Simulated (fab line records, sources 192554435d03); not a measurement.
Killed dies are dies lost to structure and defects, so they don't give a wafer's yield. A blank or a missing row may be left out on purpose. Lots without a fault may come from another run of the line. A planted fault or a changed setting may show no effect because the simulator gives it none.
Which tool did it? | flow n5_finfet | 9 lots, 25 wafers sampled, at 7 steps of a route of 1938

WHAT THE GAUGES READ, wafer by wafer
N5_MOL_CONTACT_COAG_CD_MEAS_84: target cd 25.1 nm. Usual: cd_nm 25.19 nm, standard deviation 0.25.
lot  | measured     | on        | cd_nm (nm)        | flag
L188 | day 5 01:44  | cd_sem-01 | 25.54 25.39 25.38 |
L193 | day 6 09:22  | cd_sem-03 | 24.30 23.37 22.24 | OFF
L194 | day 6 12:07  | cd_sem-02 | 22.41 16.14 19.01 | OFF
L204 | day 9 04:20  | cd_sem-01 | 25.26 25.02 25.15 |
L205 | day 9 12:09  | cd_sem-02 | 24.84 25.00 24.99 |
L207 | day 9 20:37  | cd_sem-03 | 25.56 25.33       |
L208 | day 10 05:59 | cd_sem-03 | 24.91 25.00 25.14 |
L210 | day 10 12:16 | cd_sem-01 | 25.40 25.24       |
L211 | day 10 19:38 | cd_sem-01 | 25.10 25.34 25.15 |

N5_MOL_CONTACT_COAG_CD_MEAS_137: target cd 16 nm. Usual: cd_nm 16.0 nm, standard deviation 0.36.
lot  | measured     | on        | cd_nm (nm)     | flag
L188 | day 5 02:55  | cd_sem-03 | 16.4 16.6 16.3 |
L193 | day 6 10:35  | cd_sem-02 | 14.4 14.6 12.9 | OFF
L194 | day 6 13:28  | cd_sem-02 | 13.0 7.7 10.2  | OFF
L204 | day 9 05:47  | cd_sem-03 | 15.9 16.5 16.0 |
L205 | day 9 13:06  | cd_sem-02 | 15.9 15.5 16.0 |
L207 | day 9 21:37  | cd_sem-01 | 16.0 16.2      |
L208 | day 10 06:55 | cd_sem-01 | 15.4 15.2 15.8 |
L210 | day 10 13:46 | cd_sem-02 | 16.3 16.1      |
L211 | day 10 20:34 | cd_sem-02 | 15.9 15.6 16.0 |

N5_BEOL_M4_RC_MEAS_101. Usual: DIBL_N 37.1 mV/V, standard deviation 1.9; DIBL_P 37.2 mV/V, standard deviation 2.3; IOFF_N 0.18 nA/um, standard deviation 0.04; IOFF_P 0.23 nA/um, standard deviation 0.044; ION_N 682 uA/um, standard deviation 11; ION_P 468 uA/um, standard deviation 8.6; SS_N 71.9 mV/dec, standard deviation 0.68; SS_P 73.5 mV/dec, standard deviation 0.74; VT_N 248 mV, standard deviation 3.4; VT_P -248 mV, standard deviation 3.4.
lot  | measured     | on        | DIBL_N (mV/V)  | DIBL_P (mV/V)  | IOFF_N (nA/um) | IOFF_P (nA/um) | ION_N (uA/um) | ION_P (uA/um) | SS_N (mV/dec)  | SS_P (mV/dec)  | VT_N (mV)   | VT_P (mV)      | flag
L188 | day 8 02:03  | prober-01 | 38.1 35.5 38.4 | 37.9 34.4 37.7 | 0.19 0.13 0.19 | 0.25 0.20 0.25 | 676 668 679   | 471 460 465   | 71.6 71.4 72.1 | 73.4 72.3 73.3 | 248 254 250 | -247 -250 -248 |
L204 | day 11 21:11 | prober-01 | 40.2 37.6 39.0 | 42.0 39.5 39.6 | 0.26 0.20 0.22 | 0.30 0.26 0.25 | 697 687 681   | 471 465 455   | 73.5 72.0 72.6 | 74.6 74.1 74.0 | 244 246 246 | -245 -248 -247 |
L205 | day 12 01:38 | prober-02 | 38.1 37.3 37.4 | 37.8 37.4 37.3 | 0.16 0.18 0.16 | 0.21 0.22 0.21 | 685 687 676   | 469 471 470   | 71.9 72.5 72.7 | 73.6 73.9 72.8 | 250 247 251 | -252 -251 -251 |
L207 | day 12 12:32 | prober-01 | 36.9 37.8      | 35.7 35.7      | 0.17 0.19      | 0.18 0.19      | 666 670       | 444 452       | 73.2 73.0      | 73.4 73.2      | 250 251     | -256 -253      |
L208 | day 13 04:58 | prober-01 | 37.6 37.4 41.7 | 40.2 39.5 43.6 | 0.21 0.19 0.32 | 0.29 0.26 0.37 | 688 681 699   | 473 464 477   | 72.1 71.8 73.5 | 74.6 74.0 75.8 | 246 247 240 | -246 -246 -244 |
L210 | day 13 06:49 | prober-01 | 36.3 32.8      | 37.3 33.6      | 0.19 0.13      | 0.26 0.20      | 689 652       | 471 457       | 72.2 71.2      | 73.4 71.7      | 246 253     | -245 -250      |
L211 | day 13 09:58 | prober-02 | 36.4 36.8 37.0 | 36.7 36.7 37.2 | 0.17 0.17 0.18 | 0.21 0.22 0.23 | 672 671 675   | 459 454 460   | 71.2 72.2 71.9 | 73.0 73.5 73.8 | 248 248 247 | -252 -250 -250 |

WHICH TOOL RAN EACH LOT (tool, then ch and the chambers of the sampled wafers, then the start)
lot  | N5_MOL_CONTACT_COAG_ETCH_59        | N5_MOL_CONTACT_COAG_SPUTTER_143 | N5_MOL_CONTACT_COAG_ALD_27        | N5_MOL_CONTACT_COAG_EXPOSE_81
L188 | rie_diel-03 ch 0,2,3, day 4 15:11  | pvd_sputter-03, day 4 17:23     | ald_sin-02 ch 0,2, day 4 21:01    | euv_scanner-01 ch 0, day 5 01:37
L193 | rie_diel-01 ch 2,3, day 5 22:56    | pvd_sputter-02, day 6 01:37     | ald_sin-02 ch 1,2,3, day 6 06:22  | euv_scanner-02 ch 0, day 6 09:13
L194 | rie_diel-05 ch 1,3, day 6 02:40    | pvd_sputter-02, day 6 06:14     | ald_sin-04 ch 1,2, day 6 09:22    | euv_scanner-02 ch 0, day 6 11:59
L204 | rie_diel-05 ch 0,1,3, day 8 18:59  | pvd_sputter-03, day 8 21:49     | ald_sin-04 ch 0,1,2, day 9 00:49  | euv_scanner-02 ch 0, day 9 04:12
L205 | rie_diel-03 ch 1,3, day 9 00:59    | pvd_sputter-02, day 9 06:10     | ald_sin-02 ch 1,3, day 9 09:25    | euv_scanner-02 ch 0, day 9 12:01
L207 | rie_diel-03 ch 1, day 9 10:28      | pvd_sputter-03, day 9 14:08     | ald_sin-04 ch 0,2, day 9 17:51    | euv_scanner-02 ch 0, day 9 20:29
L208 | rie_diel-05 ch 0,2,3, day 9 21:08  | pvd_sputter-03, day 9 23:52     | ald_sin-03 ch 0,3, day 10 03:14   | euv_scanner-02 ch 0, day 10 05:50
L210 | rie_diel-03 ch 2,3, day 10 03:12   | pvd_sputter-02, day 10 05:41    | ald_sin-04 ch 0, day 10 09:31     | euv_scanner-02 ch 0, day 10 12:07
L211 | rie_diel-01 ch 0,1,2, day 10 10:59 | pvd_sputter-02, day 10 13:29    | ald_sin-04 ch 1,2,3, day 10 16:52 | euv_scanner-02 ch 0, day 10 19:30
- N5_MOL_CONTACT_COAG_ETCH_59: etches underlayer in N2/H2, target depth 13 nm, time 10.4 s.
- N5_MOL_CONTACT_COAG_SPUTTER_143: material Co, target thk 2.5 nm.
- N5_MOL_CONTACT_COAG_ALD_27: deposits SiOC, target thk 17 nm, pulse time 1.5 s, time 2720 s.
- N5_MOL_CONTACT_COAG_EXPOSE_81: exposes mask VG, defocus 0 nm.

WHAT THE TOOLS THEMSELVES READ (means of the sampled wafers that have a number; where no wafer has one, the mark that the record gives instead)
N5_MOL_CONTACT_COAG_ETCH_59. Usual: drypump_motor_current_A 5.8 A, standard deviation 0.45; etch_rf_on_time_s 10.30 s, standard deviation 0.27; oes_product_au 0.70 a.u., standard deviation 0.079; rf_vpp_V 524.0 V, standard deviation 2.4; showerhead_plenum_p_Torr 2.54 Torr, standard deviation 0.085; throttle_valve_pct 17.84 %, standard deviation 0.29.
lot  | tool        | drypump_motor_current_A (A) | etch_rf_on_time_s (s) | oes_product_au (a.u.) | rf_vpp_V (V) | showerhead_plenum_p_Torr (Torr) | throttle_valve_pct (%) | flag
L188 | rie_diel-03 | 5.7                         | 10.31                 | 0.72                  | 524.3        | 2.53                            | 17.79                  |
L193 | rie_diel-01 | 5.4                         | 10.32                 | 0.71                  | 522.5        | 2.51                            | 17.98                  |
L194 | rie_diel-05 | 5.5                         | 10.31                 | 0.64                  | 523.4        | 2.53                            | 18.03                  |
L204 | rie_diel-05 | 5.6                         | 10.53                 | 0.64                  | 524.9        | 2.57                            | 17.85                  |
L205 | rie_diel-03 | 6.4                         | 10.17                 | 0.76                  | 523.8        | 2.55                            | 17.74                  |
L207 | rie_diel-03 | 6.8                         | 10.09                 | 0.77                  | 521.4        | 2.48                            | 17.63                  |
L208 | rie_diel-05 | 5.7                         | 10.57                 | 0.62                  | 525.9        | 2.61                            | 17.86                  |
L210 | rie_diel-03 | 5.8                         | 10.28                 | 0.71                  | 524.2        | 2.58                            | 17.84                  |
L211 | rie_diel-01 | 5.5                         | 10.08                 | 0.68                  | 523.2        | 2.52                            | 17.86                  |

N5_MOL_CONTACT_COAG_SPUTTER_143. Usual: throttle_valve_pct 30.5 %, standard deviation 1.5.
lot  | tool           | throttle_valve_pct (%) | flag
L188 | pvd_sputter-03 | 30.9                   |
L193 | pvd_sputter-02 | 31.7                   |
L194 | pvd_sputter-02 | 30.5                   |
L204 | pvd_sputter-03 | 30.8                   |
L205 | pvd_sputter-02 | 30.8                   |
L207 | pvd_sputter-03 | 30.9                   |
L208 | pvd_sputter-03 | 30.0                   |
L210 | pvd_sputter-02 | 31.9                   |
L211 | pvd_sputter-02 | 31.8                   |

N5_MOL_CONTACT_COAG_ALD_27. Usual: chamber_pressure_Torr 2.001 Torr, standard deviation 0.0044; heater_power_outer_w 545 W, standard deviation 100; heater_power_w 901 W, standard deviation 130; precursor_pulse_height_rel 0.999, standard deviation 0.018.
lot  | tool       | chamber_pressure_Torr (Torr) | heater_power_outer_w (W) | heater_power_w (W) | precursor_pulse_height_rel | flag
L188 | ald_sin-02 | 1.998                        | 521                      | 890                | 1.012                      |
L193 | ald_sin-02 | 1.998                        | 550                      | 943                | 0.994                      |
L194 | ald_sin-04 | 1.997                        | 595                      | 941                | 1.004                      |
L204 | ald_sin-04 | 2.001                        | 543                      | 892                | 1.006                      |
L205 | ald_sin-02 | 2.000                        | 613                      | 997                | 1.004                      |
L207 | ald_sin-04 | 1.998                        | 458                      | 779                | 0.984                      |
L208 | ald_sin-03 | 2.000                        | 580                      | 862                | 0.986                      |
L210 | ald_sin-04 | 1.998                        | 522                      | 860                | 0.992                      |
L211 | ald_sin-04 | 2.003                        | 551                      | 896                | 0.998                      |

N5_MOL_CONTACT_COAG_EXPOSE_81. Usual: exposure_dose_mJ_cm2 59.5, standard deviation 0.43.
lot  | tool           | exposure_dose_mJ_cm2 | flag
L188 | euv_scanner-01 | 60.8                 | OFF
L193 | euv_scanner-02 | 62.1                 | OFF
L194 | euv_scanner-02 | 64.3                 | OFF
L204 | euv_scanner-02 | 59.4                 |
L205 | euv_scanner-02 | 59.3                 |
L207 | euv_scanner-02 | 59.3                 |
L208 | euv_scanner-02 | 59.4                 |
L210 | euv_scanner-02 | 59.2                 |
L211 | euv_scanner-02 | 59.3                 |

THE ANSWER, worked out from the rows above alone
Rule: a lot is off if the mean of its wafers that have a number lies more than 3 standard deviations from the usual mean. A lot without any number at a reading at which 4 lots or more have one is off too. The other lots that the step has rows for count as sound. The gauges are gone through in route order, then the tools' own readings, and for those a lot's mean is taken as printed above. The first step at which some lot is off is used, and at that step the reading that is off furthest; a lot without a number counts as furthest.
Off: L193, L194, at N5_MOL_CONTACT_COAG_CD_MEAS_84 (cd_nm).
A tool fits if, at a process step before that reading, it ran every lot that is off, and no sound lot after the first of them. The gauges at N5_MOL_CONTACT_COAG_CD_MEAS_84 aren't tried: what is off there is off at N5_MOL_CONTACT_COAG_EXPOSE_81 too, on other tools, and a gauge's error can't cause that. None of those tried fits.

WHAT THE SIMULATOR HAD PUT IN
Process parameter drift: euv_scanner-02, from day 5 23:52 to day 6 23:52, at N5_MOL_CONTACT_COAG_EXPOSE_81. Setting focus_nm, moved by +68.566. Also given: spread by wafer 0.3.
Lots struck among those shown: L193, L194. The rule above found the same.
